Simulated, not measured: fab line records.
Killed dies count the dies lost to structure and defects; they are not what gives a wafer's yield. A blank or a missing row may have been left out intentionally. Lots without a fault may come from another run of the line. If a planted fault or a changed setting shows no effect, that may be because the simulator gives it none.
fab line records -- flow nand_harc
[record] lots = 6, wafers = 18, last_day = 24
route steps=1159 shown P_GATE@118 END@1159
lots that met no fault: from a run of the same line without faults
start_h: the number of hours between the record's first day and the start of the first shown wafer of the lot -- wait_h: hours from the lot's prior step to this one -- " the same as in the row above -- L1.1+2: a single row standing in for several wafers -- - value missing, or start not given -- * or withheld: withheld -- < > ~ a bound
route shown NAME@n: a module of which the file shows steps, and the number in the route of the first -- usual: mean and standard deviation over wafers with no fault -- same: alike in all rows -- chamber/n: place in a boat -- sites: each site's reading -- _std_site: the standard deviation of these -- _edge_site: outer sites' mean less inner sites' -- radius_mm: for every site, how far away it sits from the centre of the wafer -- mask NAME#n: copy n -- behind: the tool/chamber that last shaped the wafer -- hold: reason for holding the lot/hours on hold/outcome of the hold -- device: whichever transistor did not switch (one of n, p or np) -- end of line: tests of these same wafers at the route's end -- for a step that has no rows: nothing shown but its recipe -- killed: the dies lost at the first sort to structure and to defects; this is not the yield of the wafer -- map: the dies of a wafer, with x for killed, . for not killed, _ for no die there
set.NAME: setting as actually run; set.NAME@STEP: the setting as run at that earlier step -- model.NAME: the simulator's own value behind a step, which no gauge read
a table for each step, a row for each wafer; lots at some steps of the route
services: when a tool's chamber went out of use (start_h, in hours from the record's first day, below 0 if earlier), for how many hours, and the reason
[[steps]]
[step NHARC_P_GATE_EBR_07]
[step NHARC_P_GATE_EXPOSE_08]
[recipe] na = 0.6, dose_mj = 16.75, mask_id = P_HV
[step NHARC_P_GATE_PEB_09]
[recipe] peb_temp_c = 118, peb_time_s = 85
[step NHARC_P_GATE_DEVELOP_10]
[recipe] time_s = 70
[step NHARC_P_GATE_CD_MEAS_11]
[recipe] target_cd_nm = 1640, landing_energy_ev = 500
[usual] cd_nm = 1641.3/2.3
lot.wafer,tool,chamber,start_h,wait_h,cd_nm
L970.2,cd_sem-03,0,78.79,-,1637.7
L970.3,cd_sem-03,0,78.79,-,1642.5
L970.4,cd_sem-03,0,78.79,-,1643.7
L985.1,cd_sem-02,0,164.01,-,1636.8
L985.4,cd_sem-02,0,164.01,-,1637.3
L985.5,cd_sem-02,0,164.01,-,1639.5
L986.2,cd_sem-03,0,164.05,-,1645.1
L986.4,cd_sem-03,0,164.05,-,1640.7
L986.6,cd_sem-03,0,164.05,-,1640.3
L990.2,cd_sem-02,0,187.93,-,1641.5
L990.3,cd_sem-02,0,187.93,-,1639.8
L990.5,cd_sem-02,0,187.93,-,1638.9
L991.1,cd_sem-02,0,200.47,-,1638.0
L991.4,cd_sem-02,0,200.47,-,1640.1
L991.5,cd_sem-02,0,200.47,-,1641.5
L993.1,cd_sem-03,0,209.45,-,1640.4
L993.4,cd_sem-03,0,209.45,-,1642.5
L993.6,cd_sem-03,0,209.45,-,1640.6
[step NHARC_P_GATE_HARDBAKE_12]
[recipe] temp_c = 125, time_s = 80
[step NHARC_P_GATE_DESCUM_13]
[recipe] time_s = 3, o2_flow_sccm = 200, ar_flow_sccm = 0, bias_power_w = 0, chemistry = O2
[usual] drypump_motor_current_A = 5.49/0.28, oes_product_au = 0.999/0.012, rf_vpp_V = 57.6/0.96, showerhead_plenum_p_Torr = 1.87/0.077, throttle_valve_pct = 11.311/0.0095
[same] bias_power_w = 0
lot.wafer,tool,chamber,start_h,wait_h,drypump_motor_current_A,oes_product_au,rf_hours_counter_h,rf_vpp_V,showerhead_plenum_p_Torr,throttle_valve_pct
L970.2,rie_diel-11,2,79.11,-,5.18,0.998,9,58.1,1.90,11.306
L970.3,rie_diel-11,3,79.11,-,5.13,0.990,9,57.2,1.83,11.322
L970.4,rie_diel-11,0,79.11,-,5.66,1.012,8,57.7,1.78,11.305
L985.1,rie_diel-11,1,164.20,-,5.78,0.982,25,55.2,1.87,11.306
L985.4,rie_diel-11,2,164.20,-,5.21,0.987,25,59.3,1.89,11.311
L985.5,rie_diel-11,0,164.20,-,5.65,1.001,-,55.7,1.78,11.330
L986.4,rie_diel-05,0,164.23,-,5.62,1.009,56,59.1,1.83,11.320
L986.2,rie_diel-05,3,164.23,-,5.36,1.026,61,56.6,1.76,11.284
L986.6,rie_diel-05,1,164.23,-,5.42,0.993,-,58.4,1.90,11.314
L990.2,rie_diel-11,1,188.10,-,5.78,0.996,28,57.2,1.87,11.319
L990.3,rie_diel-11,2,188.10,-,5.21,0.987,29,56.8,1.89,11.306
L990.5,rie_diel-11,1,188.10,-,5.76,0.986,-,58.1,1.87,11.306
L991.1,rie_diel-11,1,200.63,-,5.77,0.996,0,58.8,1.87,11.308
L991.4,rie_diel-11,2,200.63,-,5.19,0.995,0,56.3,1.89,11.295
L991.5,rie_diel-11,2,200.63,-,5.19,1.002,-,56.2,1.89,11.323
L993.4,rie_diel-05,0,209.61,-,5.63,0.989,9,57.9,1.83,11.301
L993.1,rie_diel-05,3,209.61,-,5.41,1.011,11,58.5,2.07,11.325
L993.6,rie_diel-05,1,209.61,-,5.44,1.011,-,58.7,1.90,11.320
[step NHARC_P_GATE_ETCH_14]
[recipe] target_depth_a = 488, chemistry = dHF, material = SiO2
[step NHARC_P_GATE_STRIP_15]
[recipe] time_s = 780, temp_c = 130, chemistry = SPM
[step NHARC_P_GATE_PRECLEAN_71]
[recipe] time_s = *, temp_c = 50, bath_age_min = 0, chemistry = SC1
[step NHARC_P_GATE_SRD_72]
[step NHARC_P_GATE_OXIDE_16]
[recipe] target_thk_a = 30, temp_c = 875, ox_time_s = 392, material = SiO2
[step NHARC_P_GATE_CVD_17]
[recipe] target_thk_a = 1500, temp_c = 620, time_s = 900, material = poly-Si
[usual] run_length_s = 901.3/0.7, spike_tc_bottom_C = 642.0/1.1, zone_power_bottom_pct = 11.4/2.3
lot.wafer,tool,chamber,start_h,wait_h,run_length_s,spike_tc_bottom_C,zone_power_bottom_pct
L970.2,lpcvd_poly-03,0,88.79,2.7,900.8,642.1,9.0
L970.3,lpcvd_poly-03,0,88.79,2.7,900.8,641.7,9.1
L970.4,lpcvd_poly-03,0,88.79,2.7,900.8,641.9,9.1
L985.1,lpcvd_poly-01,-,173.83,2.5,-,-,-
L985.4,lpcvd_poly-01,-,173.83,2.5,-,-,-
L985.5,lpcvd_poly-01,-,173.83,2.5,-,-,-
L986.2,lpcvd_poly-01,-,173.83,2.5,-,-,-
L986.4,lpcvd_poly-01,-,173.83,2.5,-,-,-
L986.6,lpcvd_poly-01,-,173.83,2.5,-,-,-
L990.2,lpcvd_poly-01,0,197.33,2.5,901.6,640.8,12.5
L990.3,lpcvd_poly-01,0,197.33,2.5,901.6,640.0,12.6
L990.5,lpcvd_poly-01,0,197.33,2.5,901.6,640.0,12.7
L991.1,lpcvd_poly-02,0,215.02,2.9,901.8,641.6,14.6
L991.4,lpcvd_poly-02,0,215.02,2.9,901.8,642.5,14.6
L991.5,lpcvd_poly-02,0,215.02,2.9,901.8,641.7,15.0
L993.1,lpcvd_poly-03,0,223.67,2.7,900.7,643.7,8.9
L993.4,lpcvd_poly-03,0,223.67,2.7,900.7,643.9,9.1
L993.6,lpcvd_poly-03,0,223.67,2.7,900.7,642.9,8.9
[step NHARC_P_GATE_HM_DEP_102]
[recipe] target_thk_a = 1200, temp_c = 400, material = aC
[usual] throttle_valve_pct = 35.001/0.0089
lot.wafer,tool,chamber,start_h,wait_h,throttle_valve_pct
L970.2,acl_dep-02,0,92.84,1.8,35.010
L970.3,acl_dep-02,0,92.84,1.8,35.005
L970.4,acl_dep-02,0,92.84,1.8,34.999
L985.1,acl_dep-01,0,180.51,4.4,35.003
L985.4,acl_dep-01,0,180.51,4.4,35.006
L985.5,acl_dep-01,0,180.51,4.4,34.999
L986.2,acl_dep-01,0,181.25,5.2,35.002
L986.4,acl_dep-01,0,181.25,5.2,35.000
L986.6,acl_dep-01,0,181.25,5.2,35.011
L990.2,acl_dep-01,0,200.06,0.5,35.008
L990.3,acl_dep-01,0,200.06,0.5,34.987
L990.5,acl_dep-01,0,200.06,0.5,35.009
L991.1,acl_dep-03,0,218.57,1.3,34.999
L991.4,acl_dep-03,0,218.57,1.3,34.993
L991.5,acl_dep-03,0,218.57,1.3,35.000
L993.1,acl_dep-02,0,227.98,2.0,34.997
L993.4,acl_dep-02,0,227.98,2.0,35.004
L993.6,acl_dep-02,0,227.98,2.0,34.992
[step NHARC_END_SORT_01]
[recipe] temp_c = 25
[usual] killed_at_array = 24/8.4, killed_at_other = 0.7/1.1, killed_at_periphery = 2.9/1.7, killed_dies = 27/8.6, killed_open = 3.3/1.8, killed_short = 1.8/1.4
[same] gross_dies = 677
lot.wafer,tool,chamber,start_h,wait_h,killed_at_array,killed_at_other,killed_at_periphery,killed_dies,killed_open,killed_short
L985.1,prober-02,0,515.72,2.5,15,0,662,677,4,2
L985.4,prober-02,0,518.09,3.4,7,0,670,677,1,2
L985.5,prober-02,0,518.88,3.7,11,2,664,677,4,3
L986.2,prober-02,0,539.14,2.8,28,0,649,677,6,3
L986.4,prober-02,0,540.75,3.4,17,0,660,677,3,1
L986.6,prober-02,0,542.35,4.0,21,0,656,677,4,1
// killed by level:class
L985.1 P_GATE:area_cvd=659 A_CHANNEL_HOLE_D1:chamber_film_flake=6 P_GATE:chamber_film_flake=2 A_STAIRCASE:chamber_film_flake=2 P_M1:geometric_particle:open=1 A_ONON_D1:geometric_particle:open=1 A_CHANNEL_HOLE_D1:geometric_particle:short=1 A_CHANNEL_FILL_D1:geometric_particle:short=1
L985.4 P_GATE:area_cvd=668 A_ZERO_WELL:chamber_film_flake=2 P_M0:geometric_particle:short=1 A_CHANNEL_FILL_D1:geometric_particle:open=1 A_WL_FILL:geometric_particle:short=1 P_GATE:chamber_film_flake=1 A_CHANNEL_HOLE_D1:chamber_film_flake=1 A_STAIRCASE:chamber_film_flake=1
L985.5 P_GATE:area_cvd=661 P_GATE:chamber_film_flake=3 A_CONTACT:geometric_particle:open=2 A_CHANNEL_HOLE_D1:chamber_film_flake=2 THIN_TSV:chamber_film_flake=2 A_ONON_D1:geometric_particle:short=1 A_ONON_D1:geometric_particle:open=1 A_SGD_CUT:geometric_particle:open=1
L986.2 P_GATE:area_cvd=644 A_SLIT:chamber_film_flake=7 A_CHANNEL_HOLE_D1:chamber_film_flake=6 A_STAIRCASE:chamber_film_flake=4 P_ZERO_WELL:chamber_film_flake=3 A_ONON_D1:geometric_particle:open=2 A_WL_FILL:geometric_particle:short=2 A_CONTACT:geometric_particle:open=2
L986.4 P_GATE:area_cvd=656 A_SLIT:chamber_film_flake=6 A_STAIRCASE:chamber_film_flake=5 A_CHANNEL_HOLE_D1:chamber_film_flake=3 P_ZERO_WELL:chamber_film_flake=2 P_CONTACT:geometric_particle:open=1 P_M0:geometric_particle:short=1 A_CHANNEL_FILL_D1:geometric_particle:open=1
L986.6 P_GATE:area_cvd=653 A_SLIT:chamber_film_flake=7 A_CHANNEL_HOLE_D1:chamber_film_flake=4 A_STAIRCASE:chamber_film_flake=4 A_CONTACT:chamber_film_flake=2 P_M0:geometric_particle:open=1 P_M1:geometric_particle:open=1 A_ONON_D1:geometric_particle:open=1
// map L985.1 (x killed, . not)
____________x____________
_________xxxxxxx_________
_______xxxxxxxxxxx_______
______xxxxxxxxxxxxx______
_____xxxxxxxxxxxxxxx_____
____xxxxxxxxxxxxxxxxx____
____xxxxxxxxxxxxxxxxx____
___xxxxxxxxxxxxxxxxxxx___
___xxxxxxxxxxxxxxxxxxx___
__xxxxxxxxxxxxxxxxxxxxx__
__xxxxxxxxxxxxxxxxxxxxx__
_xxxxxxxxxxxxxxxxxxxxxxx_
_xxxxxxxxxxxxxxxxxxxxxxx_
_xxxxxxxxxxxxxxxxxxxxxxx_
_xxxxxxxxxxxxxxxxxxxxxxx_
_xxxxxxxxxxxxxxxxxxxxxxx_
xxxxxxxxxxxxxxxxxxxxxxxxx
xxxxxxxxxxxxxxxxxxxxxxxxx
xxxxxxxxxxxxxxxxxxxxxxxxx
xxxxxxxxxxxxxxxxxxxxxxxxx
xxxxxxxxxxxxxxxxxxxxxxxxx
_xxxxxxxxxxxxxxxxxxxxxxx_
_xxxxxxxxxxxxxxxxxxxxxxx_
_xxxxxxxxxxxxxxxxxxxxxxx_
_xxxxxxxxxxxxxxxxxxxxxxx_
_xxxxxxxxxxxxxxxxxxxxxxx_
__xxxxxxxxxxxxxxxxxxxxx__
__xxxxxxxxxxxxxxxxxxxxx__
___xxxxxxxxxxxxxxxxxxx___
___xxxxxxxxxxxxxxxxxxx___
____xxxxxxxxxxxxxxxxx____
____xxxxxxxxxxxxxxxxx____
_____xxxxxxxxxxxxxxx_____
______xxxxxxxxxxxxx______
_______xxxxxxxxxxx_______
_________xxxxxxx_________
____________x____________
// map L986.2 (x killed, . not)
____________x____________
_________xxxxxxx_________
_______xxxxxxxxxxx_______
______xxxxxxxxxxxxx______
_____xxxxxxxxxxxxxxx_____
____xxxxxxxxxxxxxxxxx____
____xxxxxxxxxxxxxxxxx____
___xxxxxxxxxxxxxxxxxxx___
___xxxxxxxxxxxxxxxxxxx___
__xxxxxxxxxxxxxxxxxxxxx__
__xxxxxxxxxxxxxxxxxxxxx__
_xxxxxxxxxxxxxxxxxxxxxxx_
_xxxxxxxxxxxxxxxxxxxxxxx_
_xxxxxxxxxxxxxxxxxxxxxxx_
_xxxxxxxxxxxxxxxxxxxxxxx_
_xxxxxxxxxxxxxxxxxxxxxxx_
xxxxxxxxxxxxxxxxxxxxxxxxx
xxxxxxxxxxxxxxxxxxxxxxxxx
xxxxxxxxxxxxxxxxxxxxxxxxx
xxxxxxxxxxxxxxxxxxxxxxxxx
xxxxxxxxxxxxxxxxxxxxxxxxx
_xxxxxxxxxxxxxxxxxxxxxxx_
_xxxxxxxxxxxxxxxxxxxxxxx_
_xxxxxxxxxxxxxxxxxxxxxxx_
_xxxxxxxxxxxxxxxxxxxxxxx_
_xxxxxxxxxxxxxxxxxxxxxxx_
__xxxxxxxxxxxxxxxxxxxxx__
__xxxxxxxxxxxxxxxxxxxxx__
___xxxxxxxxxxxxxxxxxxx___
___xxxxxxxxxxxxxxxxxxx___
____xxxxxxxxxxxxxxxxx____
____xxxxxxxxxxxxxxxxx____
_____xxxxxxxxxxxxxxx_____
______xxxxxxxxxxxxx______
_______xxxxxxxxxxx_______
_________xxxxxxx_________
____________x____________
[[services]]
tool,chamber,start_h,hours,kind
rie_diel-11,-,69.80,1.6,repair
lpcvd_poly-01,-,87.56,6.8,repair
rie_diel-11,0,94.51,-,clean
rie_diel-11,1,94.51,-,clean
rie_diel-11,2,94.51,-,clean
rie_diel-11,3,94.51,-,clean
lpcvd_poly-01,-,108.82,26.0,pm
acl_dep-01,-,112.02,13.0,pm
rie_diel-05,-,115.10,0.3,repair
rie_diel-05,0,115.43,4.8,repair
rie_diel-11,0,119.03,-,clean
rie_diel-11,1,119.03,-,clean
rie_diel-11,2,119.03,-,clean
rie_diel-11,3,119.03,-,clean
acl_dep-02,-,140.60,0.7,repair
rie_diel-11,0,143.53,-,clean
rie_diel-11,1,143.53,-,clean
rie_diel-11,2,143.53,-,clean
acl_dep-02,-,169.36,13.0,pm
rie_diel-05,-,171.54,9.0,pm
lpcvd_poly-02,-,174.84,19.3,repair
rie_diel-11,-,185.61,0.6,repair
rie_diel-11,-,189.50,9.0,pm
acl_dep-03,-,226.08,13.0,pm
[[key]]
[first_sign] step = NHARC_P_GATE_CVD_17, reading = tool_record, direction = missing
[effect] step = NHARC_END_SORT_01, reading = killed_at_periphery, direction = up, sigmas = 99+, usual = 2.9, struck = 660.2
[more_kills_born_at] NHARC_P_GATE_CVD_17@lpcvd_poly-01 = 3941
met_at NHARC_P_GATE_CVD_17
struck_wafers L985.1,L985.4,L985.5,L986.2,L986.4,L986.6
later_rows_left_out L985.1,L985.4,L985.5,L986.2,L986.4,L986.6
tester_left_out L985,L986
[fault] kind = skipped_step_whole, tool = lpcvd_poly-01, chamber = -, onset_h = 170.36, steps = NHARC_P_GATE_CVD_17, scope = struck_lots_only
// tester_left_out: of these lots the tester's yield and bins aren't shown, on N5 and GAA mostly nor the transistor test; their killed dies are dies lost to structure and defects alone, not to doping, threshold or leakage, so they don't give the yield
// later_rows_left_out: the simulator's readings of these wafers behind a module that went badly wrong aren't trusted and aren't shown, but for the sort
